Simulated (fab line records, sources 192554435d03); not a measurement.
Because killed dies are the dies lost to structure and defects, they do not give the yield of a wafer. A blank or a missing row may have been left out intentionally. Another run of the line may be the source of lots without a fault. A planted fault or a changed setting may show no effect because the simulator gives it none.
Which tool was responsible? | flow n5 finfet | 10 lots, 30 wafers sampled, at 5 steps of a route of 1938

## WHAT THE GAUGES SHOWED, per wafer
N5_WELL_APT_CD_MEAS_25: the cd target is 200 nm.
lot  | measured    | on        | cd nm (nm)
L747 | day 1 15:33 | cd sem-01 | 200.7 199.7 200.6
L748 | day 1 21:06 | cd sem-03 | 200.4 197.8 199.6
L749 | day 2 03:11 | cd sem-01 | 200.5 204.0 200.8
L752 | day 2 20:49 | cd sem-03 | 198.9 201.1 202.0
L756 | day 3 21:34 | cd sem-03 | 201.9 202.5 203.1
L757 | day 4 02:51 | cd sem-01 | 199.8 200.0 196.7
L763 | day 5 14:49 | cd sem-02 | 198.8 196.7 200.6
L764 | day 5 20:53 | cd sem-03 | 202.9 201.2 204.8
L768 | day 6 20:51 | cd sem-02 | 199.5 197.6 200.5
L769 | day 7 03:02 | cd sem-01 | 200.7 198.4 202.3

N5_PMOS_HMC_CHANNEL_EPI_OVL_MEAS_10.
lot  | measured    | on         | PMOS_HMC_BLK_OVL (nm)
L747 | day 1 17:45 | overlay-02 | 0.6 0.7 0.8
L748 | day 1 23:29 | overlay-01 | -0.8 0.0 -1.4
L749 | day 2 05:34 | overlay-01 | 1.0 0.9 0.9
L752 | day 2 23:08 | overlay-01 | -0.4 -1.5 0.6
L756 | day 4 00:14 | overlay-01 | -0.6 0.3 -0.9
L757 | day 4 05:11 | overlay-01 | 1.7 0.6 -0.1
L763 | day 5 17:00 | overlay-01 | 0.5 -0.2 0.3
L764 | day 5 23:17 | overlay-01 | 0.8 -0.8 0.4
L768 | day 6 23:40 | overlay-01 | 0.3 -0.2 -0.1
L769 | day 7 05:32 | overlay-01 | -0.2 0.0 -2.1

N5_BEOL_M4_RC_MEAS_101.
lot  | measured     | on        | DIBL_N (mV/V)  | DIBL_P (mV/V)  | IOFF_N (nA/um) | IOFF_P (nA/um) | ION_N (uA/um) | ION_P (uA/um) | SS_N (mV/dec)  | SS_P (mV/dec)  | VT_N (mV)   | VT_P (mV)
L747 | day 8 07:15  | prober-02 | 36.1 36.0 36.9 | 36.1 35.6 36.0 | 0.17 0.16 0.17 | 0.21 0.21 0.21 | 676 670 689   | 463 457 465   | 71.7 71.8 71.4 | 73.4 73.3 74.3 | 248 249 247 | -253 -250 -252
L748 | day 8 07:31  | prober-01 | 35.3 38.5 36.4 | 35.4 38.8 37.1 | 0.15 0.21 0.16 | 0.19 0.24 0.23 | 674 687 674   | 457 461 465   | 71.6 72.6 71.7 | 73.0 73.6 73.4 | 249 245 250 | -251 -249 -247
L749 | day 8 18:02  | prober-02 | 34.3 35.6 35.1 | 33.2 35.8 33.9 | 0.11 0.13 0.12 | 0.15 0.19 0.16 | 661 663 661   | 454 458 460   | 71.0 70.2 71.0 | 72.4 73.4 72.8 | 254 251 254 | -255 -254 -254
L752 | day 9 10:52  | prober-01 | 39.2 37.8 38.8 | 40.4 38.3 38.2 | 0.20 0.17 0.19 | 0.27 0.25 0.24 | 688 676 675   | 470 465 461   | 71.9 71.4 72.3 | 74.5 74.2 73.5 | 246 248 252 | -246 -245 -248
L756 | day 10 17:31 | prober-02 | 37.3 36.4 36.4 | 37.4 35.5 36.1 | 0.17 0.14 0.15 | 0.23 0.18 0.21 | 678 667 668   | 468 453 454   | 71.3 70.6 70.6 | 73.4 73.6 73.7 | 246 251 251 | -247 -253 -251
L757 | day 10 18:57 | prober-01 | 35.4 35.0 35.7 | 36.1 35.7 36.6 | 0.14 0.14 0.14 | 0.17 0.17 0.18 | 667 676 664   | 452 460 452   | 71.0 71.0 71.4 | 73.5 72.2 73.3 | 253 251 254 | -256 -255 -255
L763 | day 12 10:47 | prober-01 | 39.4 37.6 39.6 | 40.5 38.6 40.6 | 0.22 0.17 0.23 | 0.24 0.22 0.25 | 695 674 690   | 470 462 462   | 71.8 71.2 71.9 | 73.8 73.7 74.8 | 246 247 245 | -250 -251 -252
L764 | day 14 08:28 | prober-01 | 36.0 35.1 37.1 | 35.9 33.0 36.0 | 0.17 0.16 0.18 | 0.24 0.19 0.23 | 672 687 669   | 463 470 461   | 71.7 71.0 71.3 | 73.3 72.7 73.4 | 250 248 246 | -246 -250 -248
L768 | day 13 12:44 | prober-01 | 36.8 38.2 37.3 | 35.8 38.7 36.1 | 0.18 0.21 0.17 | 0.22 0.29 0.23 | 676 685 675   | 465 469 462   | 71.4 72.2 71.9 | 73.6 74.5 73.7 | 247 244 249 | -247 -246 -249
L769 | day 13 13:10 | prober-02 | 33.8 39.8 37.5 | 31.7 39.0 36.7 | 0.11 0.26 0.18 | 0.18 0.31 0.27 | 650 699 690   | 464 474 471   | 70.8 71.7 71.7 | 71.4 73.9 73.3 | 253 241 244 | -249 -241 -244

## TOOL THAT RAN EACH LOT (tool first, then ch and the chambers of the sampled wafers, then the start)
lot  | N5_WELL_APT_EPI_41             | N5_PMOS_HMC_CHANNEL_EPI_ETCH_32
L747 | epi rpcvd-01 ch 0, day 1 16:38 | rie diel-05 ch 0,1,2, day 1 17:50
L748 | epi rpcvd-04 ch 0, day 1 22:29 | rie diel-03 ch 0,1, day 1 23:35
L749 | epi rpcvd-04 ch 0, day 2 04:28 | rie diel-06 ch 0,1,3, day 2 05:40
L752 | epi rpcvd-04 ch 0, day 2 21:57 | rie diel-06 ch 0,1,2, day 2 23:13
L756 | epi rpcvd-03 ch 0, day 3 22:55 | rie diel-06 ch 0,2,3, day 4 00:21
L757 | epi rpcvd-01 ch 0, day 4 04:05 | rie diel-06 ch 0,3, day 4 05:17
L763 | epi rpcvd-01 ch 0, day 5 16:07 | rie diel-03 ch 2,3, day 5 17:25
L764 | epi rpcvd-03 ch 0, day 5 22:14 | rie diel-03 ch 0,2,3, day 5 23:23
L768 | epi rpcvd-03 ch 0, day 6 22:34 | rie diel-06 ch 0,2,3, day 6 23:46
L769 | epi rpcvd-01 ch 0, day 7 04:22 | rie diel-03 ch 2,3, day 7 05:52
- N5_WELL_APT_EPI_41: deposits Si from SiH4/H2, target thk 50 nm, time 297.7 s.
- N5_PMOS_HMC_CHANNEL_EPI_ETCH_32: etches BARC in N2/H2, stops on SiO2, target depth 85.8 nm, time 50.3 s.

## AS READ BY THE TOOLS THEMSELVES (means over the sampled wafers that have a number; for cases with no such wafer, the mark the record gives instead)
N5_WELL_APT_EPI_41.
lot  | tool         | chamber pressure Torr (Torr) | susceptor_temp_C_max | throttle valve pct (%)
L747 | epi rpcvd-01 | 20.00                        | 652.9                | 11.38
L748 | epi rpcvd-04 | 20.01                        | 651.4                | 11.44
L749 | epi rpcvd-04 | 20.02                        | 651.2                | 11.33
L752 | epi rpcvd-04 | 20.03                        | 651.3                | 11.30
L756 | epi rpcvd-03 | 19.99                        | 651.4                | 11.13
L757 | epi rpcvd-01 | 20.05                        | 652.5                | 11.31
L763 | epi rpcvd-01 | 20.05                        | 652.8                | 11.30
L764 | epi rpcvd-03 | 19.98                        | 651.7                | 11.28
L768 | epi rpcvd-03 | 20.02                        | 651.1                | 11.36
L769 | epi rpcvd-01 | 20.03                        | 652.6                | 11.44

N5_PMOS_HMC_CHANNEL_EPI_ETCH_32.
lot  | tool        | drypump motor current A (A) | oes product au (a.u.) | rf fwd power W (W) | rf vpp V (V) | showerhead plenum p Torr (Torr) | throttle valve pct (%)
L747 | rie diel-05 | 5.8                         | 0.68                  | 832                | 524.8        | 2.55                            | 17.91
L748 | rie diel-03 | 6.0                         | 0.69                  | 830                | 524.1        | 2.56                            | 17.85
L749 | rie diel-06 | 6.0                         | 0.70                  | 832                | 525.7        | 2.61                            | 18.18
L752 | rie diel-06 | 5.8                         | 0.65                  | 829                | 524.4        | 2.57                            | 18.24
L756 | rie diel-06 | 5.7                         | 0.61                  | 834                | 523.7        | 2.51                            | 18.04
L757 | rie diel-06 | 5.8                         | 0.59                  | 834                | 524.5        | 2.58                            | 18.15
L763 | rie diel-03 | 5.9                         | 0.63                  | 833                | 525.0        | 2.60                            | 18.03
L764 | rie diel-03 | 5.9                         | 0.65                  | 830                | 523.8        | 2.58                            | 17.98
L768 | rie diel-06 | 5.7                         | 0.65                  | 830                | 522.7        | 2.50                            | 18.10
L769 | rie diel-03 | 5.8                         | 0.62                  | 829                | 523.9        | 2.56                            | 17.97

## THE ANSWER, worked out from the rows above alone
Rule: what is usual is taken from the lots themselves. The widest of any qualifying gaps counts: lots, ordered by their means at a reading, are off when they make up no more than a third of the lots, leave a main group of 4 or more, and stand apart from it by 3 or more times the standard deviation of that group's means. The tables above print the reading to a certain number of digits; a main group whose means all agree to those digits is not used. A lot without any number at a reading at which 4 lots or more have one is off too. All remaining lots with rows at the step are treated as sound. The gauges are gone through in route order, then the tools' own readings, and for those a lot's mean is taken as printed above. At the first step where some lot is off, the reading lying furthest off is the one used; lots without a number count as furthest.
None of the lots is off at any reading shown; this tells nothing.

## WHAT THE SIMULATOR PUT IN
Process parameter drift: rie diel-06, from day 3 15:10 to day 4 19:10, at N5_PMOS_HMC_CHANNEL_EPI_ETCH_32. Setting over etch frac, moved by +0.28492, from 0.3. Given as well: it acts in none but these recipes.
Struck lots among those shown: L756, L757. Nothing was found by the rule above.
